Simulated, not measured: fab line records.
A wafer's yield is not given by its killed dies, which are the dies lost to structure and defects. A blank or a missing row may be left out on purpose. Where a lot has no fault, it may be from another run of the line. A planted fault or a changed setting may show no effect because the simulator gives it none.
fab line records -- flow n5_finfet
record: lots: 3, wafers: 9, last_day: 20
route steps=1938 shown BEOL_M0_SAQP@652 BEOL_M4@1111 PASSIVATION@1936
lots with no fault: from the same line, run without faults
start_h: the number of hours between the record's first day and the start of the first shown wafer of the lot -- wait_h: hours from the lot's prior step to this one -- " unchanged from the row above -- L1.1+2: several wafers, shown together as one row -- - no value present, or no start provided -- * or withheld: withheld -- < > ~ a bound
route shown NAME@n: NAME is a module with steps in the file, n the number in the route of the first one -- usual: the fault-free wafers' mean and standard deviation -- same: alike in all rows -- chamber/n: place in a boat -- sites: readings site by site -- _std_site: standard deviation of those values -- _edge_site: mean of outer sites minus mean of inner sites -- radius_mm: how far each site lies from the wafer's centre -- mask NAME#n: copy n -- behind: the most recent tool/chamber to have shaped the wafer -- hold: why the lot was held/for how many hours/how that ended -- device: transistor that didn't switch, given as n, p or np -- end of line: at the end of the route, the tests of the same wafers -- where a step has no rows: the recipe by itself -- killed: dies lost to structure and defects at the first sort, not the wafer's yield -- map: per-die view of a wafer (x killed, . not killed, _ where there is no die)
set.NAME: the setting that was run; set.NAME@STEP: the one run at that earlier step -- model.NAME: the simulator's own value behind a step, which no gauge read
lots seen at some steps along the route; tables by step, rows by wafer
services: when a tool's chamber went out of use (start_h, in hours from the record's first day, below 0 if earlier), for how many hours, and the reason
== steps ==
step: N5_BEOL_M0_SAQP_DESCUM_19
recipe: chemistry: O2, time_s: 7.9, source_power_w: 50, bias_power_w: 20, pressure_mtorr: 20, rf_frequency_hz: 2.712e+07, temp_c: 40, resist: CAR-ArF, o2_flow_sccm: 225
step: N5_BEOL_M0_SAQP_ETCH_83
recipe: chemistry: CF4, target: SiARC, target_depth_a: 390, mask_material: CAR-ArF, time_s: 65, ion_energy_ev: 80, pressure_mtorr: 40, source_w: 545, bias_w: 36, Ar_flow_sccm: 100, cf4_flow_sccm: 100, ends: cleared
step: N5_BEOL_M0_SAQP_ETCH_84
recipe: chemistry: N2/H2, target: SOC, target_depth_a: 1000, overetch_a: 200, mask_material: SiARC, temp_c: 40, time_s: 150, ion_energy_ev: 200, pressure_mtorr: 30, source_w: 840, bias_w: 150, n2_flow_sccm: 200, h2_flow_sccm: 200
step: N5_BEOL_M0_SAQP_STRIP_80
recipe: chemistry: N2/H2, temp_c: 40, n2_flow_sccm: 200, h2_flow_sccm: 200, rf_frequency_hz: 6e+07
step: N5_BEOL_M0_SAQP_HM_OPEN_112
recipe: chemistry: CHF3/O2, target: SiO2, stop_on: a-Si, target_depth_a: 120, over_etch_frac: 1.25, mask_material: SOC, time_s: 13.5, pressure_mtorr: 30, source_w: 650, bias_w: 170, Ar_flow_sccm: 200, CHF3_flow_sccm: 50, O2_flow_sccm: 5, ion_energy_ev: 200, ends: end_point
step: N5_BEOL_M0_SAQP_STRIP_113
recipe: chemistry: CHF3/O2, resist: SiARC, rf_frequency_hz: 6e+07
step: N5_BEOL_M0_SAQP_MANDREL_ETCH_20
recipe: target_depth_a: 600, chemistry: HBr/Cl2, target: a-Si, stop_on: SiNx, bt_time_s: 10, mask_material: SOC, over_etch_frac: 0.5, time_s: 30, pressure_mtorr: 10, icp_w: 800, bias_w: 75, HBr_flow_sccm: 150, Cl2_flow_sccm: 80, ends: end_point
step: N5_BEOL_M0_SAQP_STRIP_86
recipe: chemistry: N2/H2, power_w: 500, temp_c: 40, pressure_mtorr: 50, rf_frequency_hz: 6e+07, overash_fraction: 0.3, bias_power_w: 28, h2_frac: 0.5, n2_flow_sccm: 300, h2_flow_sccm: 300
step: N5_BEOL_M0_SAQP_STRIP_115
recipe: chemistry: post_etch_residue_remover, time_s: 60, temp_c: 25, remover_ph: withheld, remover_water_wt_pct: withheld, remover_fluoride_wt_pct: withheld
step: N5_BEOL_M0_SAQP_SRD_93
recipe: dry: ipa_marangoni, time_s: 30, temp_c: 23, rinse_liquid: diw
step: N5_BEOL_M0_SAQP_RECESS_114
recipe: chemistry: HF/NH3, target: SiO2, target_depth_a: 144, afs_cycles: 3, temp_c: 30, sublimation_temp_c: 180, sublimation_time_s: 60
step: N5_BEOL_M0_SAQP_SPACER1_ALD_98
recipe: material: SiO2, target_thk_a: 128, temp_c: 300, ald_precursor_family: BDEAS, ald_co_reactant: O2-plasma, pulse_time_s: 1, purge_time_s: 2, co_reactant_purge_time_s: 2, ald_cycles: 138, pressure_torr: 2
step: N5_BEOL_M0_SAQP_SPACER1_ETCHBACK_99
recipe: chemistry: CHF3/O2, mode: anisotropic_etchback, target: SiO2, target_depth_a: 154, time_s: 7.7, pressure_mtorr: 30, source_w: 650, bias_w: 170, Ar_flow_sccm: 200, CHF3_flow_sccm: 50, O2_flow_sccm: 5, ion_energy_ev: 200
usual: drypump_motor_current_A: 5.6/0.35, mfc_ar_sccm: 200.0/0.62, oes_product_au: 0.79/0.073, rf_vpp_V: 521/13, showerhead_plenum_p_Torr: 2.41/0.089, throttle_valve_pct: 18.89/0.19
lot.wafer,tool,chamber,start_h,wait_h,drypump_motor_current_A,mfc_ar_sccm,oes_product_au,rf_hours_counter_h,rf_vpp_V,showerhead_plenum_p_Torr,throttle_valve_pct
L869.2,rie_diel-02,3,169.20,0.3,5.7,198.8,0.73,194,516,2.28,18.97
L869.3,rie_diel-02,0,169.20,0.3,5.5,200.2,0.80,97,508,2.33,18.70
L869.5,rie_diel-02,3,169.20,0.3,5.7,199.5,0.72,-,516,2.28,18.99
L877.2,rie_diel-02,2,215.64,0.3,5.5,200.1,0.76,186,505,2.40,18.95
L877.4,rie_diel-02,1,215.64,0.3,5.4,199.7,0.85,73,532,2.54,18.68
L877.6,rie_diel-02,3,215.64,0.3,5.6,201.1,0.59,-,515,2.27,18.96
L882.2,rie_diel-03,2,251.92,0.3,5.4,200.7,0.68,237,528,2.48,19.09
L882.3,rie_diel-03,1,251.92,0.3,6.4,199.7,0.77,172,529,2.40,18.94
L882.5,rie_diel-03,3,251.92,0.3,4.9,200.6,0.74,-,524,2.49,19.23
step: N5_BEOL_M0_SAQP_MANDREL1_REMOVE_100
recipe: chemistry: HBr/Cl2/O2, bt_time_s: 10, target: a-Si, stop_on: SiNx, endpoint: OES-SiCl, over_etch_frac: 0.85, icp_w: 600, bias_w: 30, HBr_flow_sccm: 150, Cl2_flow_sccm: 80, O2_flow_sccm: 5, pressure_mtorr: 10
usual: drypump_motor_current_A: 5.7/0.41, oes_product_au: 0.990/0.02, throttle_valve_pct: 36.7/0.31
same: over_etch_frac: 0.85
lot.wafer,tool,chamber,start_h,wait_h,drypump_motor_current_A,oes_product_au,rf_hours_counter_h,throttle_valve_pct
L869.2,rie_si-03,2,169.29,0.1,5.5,0.993,83,36.9
L869.3,rie_si-03,1,169.29,0.1,5.9,0.972,153,37.0
L869.5,rie_si-03,1,169.29,0.1,5.9,0.973,-,37.0
L877.2,rie_si-04,2,215.73,0.1,5.9,0.995,120,36.8
L877.4,rie_si-04,1,215.73,0.1,5.6,1.027,142,36.5
L877.6,rie_si-04,2,215.73,0.1,5.9,0.857,-,36.8
L882.2,rie_si-05,1,252.01,0.1,5.8,0.988,54,37.0
L882.3,rie_si-05,3,252.01,0.1,5.1,0.985,10,37.3
L882.5,rie_si-05,0,252.01,0.1,6.3,0.989,-,36.4
step: N5_BEOL_M0_SAQP_ETCH_101
recipe: chemistry: CH3F/O2, target: SiNx, mask_material: SiO2, target_depth_a: 299, time_s: 42.7, pressure_mtorr: 30, source_w: 395, bias_w: 73, Ar_flow_sccm: 150, CH3F_flow_sccm: 30, O2_flow_sccm: 20, ion_energy_ev: 120
step: N5_BEOL_M0_SAQP_ETCH_102
recipe: chemistry: CF4, target: SiO2, target_depth_a: 40, ion_energy_ev: 350, time_s: 4.4, pressure_mtorr: 10, icp_w: 800, bias_w: 400, cf4_flow_sccm: 80
step: N5_BEOL_M0_SAQP_MANDREL_ETCH_103
recipe: chemistry: HBr/Cl2, target: a-Si, target_depth_a: 450, bt_time_s: 10, stop_on: SiCN, mask_material: SiO2, over_etch_frac: 0.8, time_s: 27, pressure_mtorr: 10, icp_w: 800, bias_w: 75, HBr_flow_sccm: 150, Cl2_flow_sccm: 80, ends: end_point
usual: drypump_motor_current_A: 5.8/0.37, oes_product_au: 0.676/0.013, throttle_valve_pct: 35.46/0.29
same: over_etch_frac: 0.8
lot.wafer,tool,chamber,start_h,wait_h,drypump_motor_current_A,oes_product_au,rf_hours_counter_h,throttle_valve_pct
L869.2,rie_si-04,3,169.57,0.0,5.9,0.673,176,35.30
L869.3,rie_si-04,0,169.57,0.0,5.6,0.659,4,35.36
L869.5,rie_si-04,1,169.57,0.0,5.6,0.708,-,35.25
L877.2,rie_si-03,2,216.02,0.0,5.6,0.664,84,35.71
L877.4,rie_si-03,0,216.02,0.0,5.8,0.696,4,34.92
L877.6,rie_si-03,1,216.02,0.0,5.9,0.587,-,35.91
L882.2,rie_si-03,1,252.29,0.0,5.8,0.681,154,35.70
L882.3,rie_si-03,3,252.29,0.0,6.6,0.671,1,35.81
L882.5,rie_si-03,2,252.29,0.0,5.6,0.684,-,35.66
step: N5_BEOL_M0_SAQP_RECESS_104
recipe: chemistry: HF/NH3, target: SiO2, target_depth_a: 180, afs_cycles: 3, temp_c: 30, sublimation_temp_c: 180, sublimation_time_s: 60
step: N5_BEOL_M0_SAQP_COAT_105
recipe: resist: SOC, temp_c: 250, time_s: 60, spin_rpm: 1500, resist_thk_nm: 100
step: N5_BEOL_M0_SAQP_ETCH_106
recipe: chemistry: N2/H2, target: SOC, target_depth_a: 1500, stop_on: SiNx, ion_energy_ev: 100, bias_w: 61, pressure_mtorr: 30, source_w: 850, n2_flow_sccm: 200, h2_flow_sccm: 200
step: N5_BEOL_M0_SAQP_ETCH_107
recipe: chemistry: CH3F/O2, target: SiNx, target_depth_a: 300, mask_material: SOC, pressure_mtorr: 30, source_w: 395, bias_w: 73, Ar_flow_sccm: 150, CH3F_flow_sccm: 30, O2_flow_sccm: 20, ion_energy_ev: 120
step: N5_BEOL_M0_SAQP_STRIP_108
recipe: chemistry: N2/H2, power_w: 500, temp_c: 40, pressure_mtorr: 50, rf_frequency_hz: 6e+07, overash_fraction: 0.3, bias_power_w: 28, h2_frac: 0.5, n2_flow_sccm: 300, h2_flow_sccm: 300
step: N5_BEOL_M0_SAQP_RECESS_109
recipe: chemistry: HF/NH3, target: SiO2, target_depth_a: 30, afs_cycles: 1, temp_c: 30, sublimation_temp_c: 180, sublimation_time_s: 60
step: N5_BEOL_M0_SAQP_SPACER2_ALD_26
recipe: material: SiO2, target_thk_a: 150, temp_c: 300, ald_precursor_family: BDEAS, ald_co_reactant: O2-plasma, pulse_time_s: 1, purge_time_s: 2, co_reactant_purge_time_s: 2, pressure_torr: 2
step: N5_BEOL_M0_SAQP_SPACER2_ETCHBACK_27
recipe: chemistry: CHF3/O2, mode: anisotropic_etchback, target: SiO2, target_depth_a: 225, time_s: 11.25, pressure_mtorr: 30, source_w: 650, bias_w: 170, Ar_flow_sccm: 200, CHF3_flow_sccm: 50, O2_flow_sccm: 5, ion_energy_ev: 200
step: N5_BEOL_M0_SAQP_MANDREL2_REMOVE_110
recipe: chemistry: HBr/Cl2/O2, bt_time_s: 10, target: a-Si, stop_on: SiCN, endpoint: OES-SiCl, over_etch_frac: 1, icp_w: 600, bias_w: 30, HBr_flow_sccm: 150, Cl2_flow_sccm: 80, O2_flow_sccm: 5, pressure_mtorr: 10
step: N5_BEOL_M0_SAQP_COAT_69
recipe: resist: SOC, temp_c: 250, time_s: 60, spin_rpm: 1500, resist_thk_nm: 90
step: N5_BEOL_M0_SAQP_COAT_72
recipe: resist: SiARC, temp_c: 220, time_s: 60, spin_rpm: 1500, resist_thk_nm: 15
step: N5_BEOL_M0_SAQP_COAT_87
recipe: resist: underlayer, temp_c: 205, time_s: 60, spin_rpm: 1500, resist_thk_nm: 5
step: N5_BEOL_M0_SAQP_COAT_34
recipe: resist: CAR-EUV, spin_rpm: 1500, resist_thk_nm: 30
step: N5_BEOL_M0_SAQP_EBR_36
recipe: solvent: PGMEA, ebr_width_mm: 1.5
step: N5_BEOL_M0_SAQP_SOFTBAKE_35
recipe: temp_c: 110, time_s: 60, resist: CAR-EUV
step: N5_BEOL_M0_SAQP_EXPOSE_37
recipe: mask_id: M0_CUT1, na: 0.33, source_shape: annular, sigma_inner: 0.35, sigma_outer: 0.8, polarization: unpolarized, target_cd_nm: 30, dose_mj: 44.75
step: N5_BEOL_M0_SAQP_PEB_38
recipe: peb_temp_c: 100, peb_time_s: 60, resist: CAR-EUV
step: N5_BEOL_M0_SAQP_DEVELOP_39
recipe: develop_time_s: 30, developer: TMAH, resist: CAR-EUV, rinse_liquid: surfactant_rinse, dry: air_spin, dev_temp_c: 23
step: N5_BEOL_M0_SAQP_DESCUM_45
recipe: chemistry: O2, time_s: 7, source_power_w: 50, bias_power_w: 20, pressure_mtorr: 20, rf_frequency_hz: 2.712e+07, temp_c: 40, resist: CAR-EUV, o2_flow_sccm: 225
step: N5_BEOL_M0_SAQP_ETCH_88
recipe: chemistry: N2/H2, target: underlayer, target_depth_a: 65, time_s: 5.2, ion_energy_ev: 200, mask_material: CAR-EUV, pressure_mtorr: 30, source_w: 840, bias_w: 150, n2_flow_sccm: 200, h2_flow_sccm: 200, ends: cleared
step: N5_BEOL_M4_RC_MEAS_101
usual: DIBL_N: 36.5/2.1, DIBL_P: 36.6/2.6, IOFF_N: 0.17/0.044, IOFF_P: 0.21/0.048, ION_N: 674/17, ION_P: 462/9.5, SS_N: 71.6/0.77, SS_P: 73.5/0.72, VT_N: 250/4.2, VT_P: -250/3.9
lot.wafer,tool,chamber,start_h,wait_h,DIBL_N[mV/V],DIBL_P[mV/V],IOFF_N[nA/um],IOFF_P[nA/um],ION_N[uA/um],ION_P[uA/um],SS_N[mV/dec],SS_P[mV/dec],VT_N[mV],VT_P[mV]
L869.2,prober-01,0,270.41,0.2,37.6,36.7,0.15,0.22,652,452,72.1,74.1,254,-248
L869.3,prober-01,0,270.41,0.2,37.2,36.9,0.14,0.21,651,453,71.4,73.9,253,-250
L869.5,prober-01,0,270.41,0.2,37.4,37.4,0.15,0.22,666,460,71.6,73.6,252,-247
L877.2,prober-01,0,323.80,0.2,37.9,38.0,0.16,0.21,662,452,72.5,73.2,251,-252
L877.4,prober-01,0,323.80,0.2,40.2,41.2,0.25,0.27,702,471,72.6,74.1,242,-245
L877.6,prober-01,0,323.80,0.2,37.2,37.0,0.16,0.20,666,450,72.0,73.9,250,-253
L882.2,prober-01,0,349.58,0.2,35.7,35.2,0.14,0.15,662,452,71.3,72.9,256,-257
L882.3,prober-01,0,349.58,0.2,35.8,36.3,0.14,0.18,667,459,70.6,72.9,254,-253
L882.5,prober-01,0,349.58,0.2,33.6,35.2,0.10,0.16,652,458,70.4,73.0,256,-254
step: N5_PASSIVATION_PROBE_49
usual: defect_limited_yield: 91.2/1.5, killed_at_M0_to_M3: 36/10, killed_at_M4_up: 14/5.2, killed_at_contacts: 12/6, killed_at_front_end: 37/10, killed_at_other: 4/3.3, killed_dies: 104/18, killed_on_rim: 14/4.1, killed_open: 68/14, killed_short: 34/7.4, sort_bin_5_function: 5.2/1, sort_bin_6_memory: 3.3/0.7, sort_n_pass: 1076/18, sort_yield_pct: 91.2/1.5
same: gross_dies: 1180, killed_at_back_side: 0, sort_bin_4_leakage[%]: 0, sort_bin_8_speed[%]: 0
lot.wafer,tool,chamber,start_h,wait_h,defect_limited_yield[%],killed_at_M0_to_M3,killed_at_M4_up,killed_at_contacts,killed_at_front_end,killed_at_other,killed_dies,killed_on_rim,killed_open,killed_short,sort_bin_5_function[%],sort_bin_6_memory[%],sort_n_pass,sort_yield_pct[%]
L869.5,prober-01,-,375.80,0.2,93.2,33,8,10,23,6,80,16,45,32,4.2,2.1,1100,93.2
L877.6,prober-02,-,439.67,0.3,79.7,184,18,8,27,2,239,17,67,26,16.9,3.1,941,79.7
killed by level:class
L869.5 BEOL_M0_SAQP:geometric_particle:short=9 FIN_SAQP:geometric_particle:short=8 MOL_CONTACT_COAG:geometric_particle:open=7 BEOL_M0_SAQP:geometric_particle:open=7 BEOL_M2:geometric_particle:open=7 BEOL_M5:geometric_particle:open=5 FIN_SAQP:geometric_particle:open=4 MOL_CONTACT_COAG:geometric_particle:short=3
L877.6 BEOL_M0_SAQP:area_etchback=146 BEOL_M3:geometric_particle:open=11 BEOL_M2:geometric_particle:open=9 BEOL_M1:geometric_particle:open=8 BEOL_M4:geometric_particle:open=8 DUMMY_GATE:geometric_particle:open=7 MOL_CONTACT_COAG:geometric_particle:open=6 FIN_SAQP:geometric_particle:open=5
map L877.6 (x killed, . not)
_________________........x...________________
______________................x._____________
___________........................__________
__________.................x........_________
________...x................x........._______
_______..xx....x...............x...x..x______
______...............xxx................_____
_____...x..........x.xxx.................____
____.....xx..x........x.x.x.........x.....___
___......x....x....x.xx.x.xxx.x..x....x....__
___.......xx.......xx.x........x..xxx.xxx..__
__................xx.xxx......xxxxxxxxx.x..._
__.........x....xxxx.x.....xxx.xxxxxxxx.x..._
_.................xxx....x......xxxxxxxx.....
_............x..x.x...xx......xxxxxx.x......x
_..x..x.x.xxx....x...........xxxxxxxxxxx....x
_........x.xxxx.xx........xx.xx.xxx.xxx......
_......x.x.......x..........x...xxxxx.x......
_xx...x...xx...x...........x..xxxx..x......x.
_............x.xx....x.....x.x..x............
_.x..x...x.......x....x....xxx...x..x....x.xx
__.......x.............xx............x......_
__.x.x...x.................................._
___.....xx........x.x.x.......x.x.xx.....x.__
___.......x......xx...........x............__
____.....x...........x.............x......___
_____.....x.....x..x.x...x..x.....x......____
______............x..x..........x..x...x_____
_______.....x.......xx.....x........x..______
________..x......x...................._______
__________......x.................x._________
___________..xx..x.................__________
______________....x..x.........._____________
_________________......x...x.________________
map L869.3 (x killed, . not)
_________________.......xxx..________________
______________..xx.x...x.....x.._____________
___________.....x................x.__________
__________.x..x....................._________
________.x......x..........x.x....x..._______
_______...............x..........x....x______
______.....................x.........xx._____
_____....x.....x...x..........xx.x.......____
____..........x...........................___
___............................x...........__
___...........x...x....x...x.....x.........__
__....x.x..............................x...._
__........x................................._
_........................x..x.x...x........x.
_.x....x...xx.......x.....x.....x.x........x.
_.....xx.......x.x...............x..........x
_.............................x.........x....
_..........x.x...............................
_..............x.....................x.......
_...................x......xx.....xx.........
_..x..x.x........x..................x.......x
__........x............................x...._
__.........x....x.....................x...x._
___........................................__
___...x...........................xx.......__
____..x.................................x.___
_____................x.........x.........____
______........x.x...........x..........._____
_______........x..........x..x.....x...______
________.......x.....xx..........x...._______
__________.........x................_________
___________....x...x...............__________
______________....x..........x.._____________
_________________.x..........________________
== services ==
tool,chamber,start_h,hours,kind
rie_si-03,3,155.41,-,clean
rie_si-03,3,155.41,36.2,scheduled_down
rie_si-03,3,155.41,36.2,vent_cycle
rie_si-05,1,157.05,4.5,repair
rie_diel-02,2,162.48,6.6,repair
rie_diel-03,3,200.07,23.7,repair
rie_si-04,2,200.53,13.5,repair
rie_diel-03,2,220.43,3.6,repair
rie_diel-02,3,230.01,2.4,repair
rie_diel-02,0,252.10,6.5,repair
== key ==
first_sign: step: N5_BEOL_M0_SAQP_MANDREL1_REMOVE_100, reading: oes_product_au, direction: down, sigmas: 6.7, usual: 0.990, struck: 0.857
effect: step: N5_BEOL_M0_SAQP_MANDREL_ETCH_103, reading: oes_product_au, direction: down, sigmas: 7.1, usual: 0.676, struck: 0.587
effect: step: N5_PASSIVATION_PROBE_49, reading: killed_at_M0_to_M3, direction: up, sigmas: 14, usual: 36, struck: 184
more_kills_born_at: N5_BEOL_M0_SAQP_SPACER1_ETCHBACK_99@rie_diel-02: 146
met_at N5_BEOL_M0_SAQP_SPACER1_ETCHBACK_99
struck_wafers L877.6
onset_between 169.20 215.64
fault: kind: process_parameter_drift, tool: rie_diel-02, chamber: 3, onset_h: 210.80, steps: N5_BEOL_M0_SAQP_SPACER1_ETCHBACK_99, channel: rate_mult, offset: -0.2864, shape: step, end_h: 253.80
